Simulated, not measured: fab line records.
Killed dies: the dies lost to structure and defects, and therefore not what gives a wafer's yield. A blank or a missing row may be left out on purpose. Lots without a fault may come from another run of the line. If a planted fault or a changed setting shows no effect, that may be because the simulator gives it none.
Chamber matching || flow nand harc || 4 sister chambers for NHARC_A_STAIRCASE_TRIM_187 on rie diel-06
The step chemistry O2, time 211.2 s. 4 wafers are shown with their chamber, then 11 later ones without.

## WAFERS PAIRED WITH THEIR CHAMBERS
{"wafer": "L086.1", "chamber": 2, "showerhead plenum p Torr (Torr)": 3.80}
{"wafer": "L086.3", "chamber": 0, "showerhead plenum p Torr (Torr)": 3.41}
{"wafer": "L086.5", "chamber": 3, "showerhead plenum p Torr (Torr)": 3.29}
{"wafer": "L092.2", "chamber": 1, "showerhead plenum p Torr (Torr)": 3.55}

## WAFERS MISSING THEIR CHAMBER
{"wafer": "L092.3", "showerhead plenum p Torr (Torr)": 3.40}
{"wafer": "L092.6", "showerhead plenum p Torr (Torr)": 3.55}
{"wafer": "L093.1", "showerhead plenum p Torr (Torr)": 3.55}
{"wafer": "L093.3", "showerhead plenum p Torr (Torr)": 3.40}
{"wafer": "L093.5", "showerhead plenum p Torr (Torr)": 3.79}
{"wafer": "L094.2", "showerhead plenum p Torr (Torr)": 3.40}
{"wafer": "L094.4", "showerhead plenum p Torr (Torr)": 3.79}
{"wafer": "L094.6", "showerhead plenum p Torr (Torr)": 3.29}
{"wafer": "L095.1", "showerhead plenum p Torr (Torr)": 3.79}
{"wafer": "L095.4", "showerhead plenum p Torr (Torr)": 3.54}
{"wafer": "L095.6", "showerhead plenum p Torr (Torr)": 3.79}

## EACH ONE'S CHAMBER
{"wafer": "L092.3", "from the rows above": 0, "in truth": 0}
{"wafer": "L092.6", "from the rows above": 1, "in truth": 1}
{"wafer": "L093.1", "from the rows above": 1, "in truth": 1}
{"wafer": "L093.3", "from the rows above": 0, "in truth": 0}
{"wafer": "L093.5", "from the rows above": 2, "in truth": 2}
{"wafer": "L094.2", "from the rows above": 0, "in truth": 0}
{"wafer": "L094.4", "from the rows above": 2, "in truth": 2}
{"wafer": "L094.6", "from the rows above": 3, "in truth": 3}
{"wafer": "L095.1", "from the rows above": 2, "in truth": 2}
{"wafer": "L095.4", "from the rows above": 1, "in truth": 1}
{"wafer": "L095.6", "from the rows above": 2, "in truth": 2}
Correctly placed: 11 of 11. Not placeable from these rows: 0. Number placed wrongly: 0.
How it was worked out, from the rows above alone: a wafer's distance from a chamber is the root of the sum, over the readings, of the square of ((its reading less the chamber's mean) divided by the reading's scatter). If the next closest chamber is less than 2 further off than the closest, the wafer can't be placed; otherwise it belongs to the closest. A chamber's mean is the mean of its shown wafers. The scatter: with one shown wafer a chamber, the root of the mean of the squares of how far each hidden wafer lies from its nearest shown one.
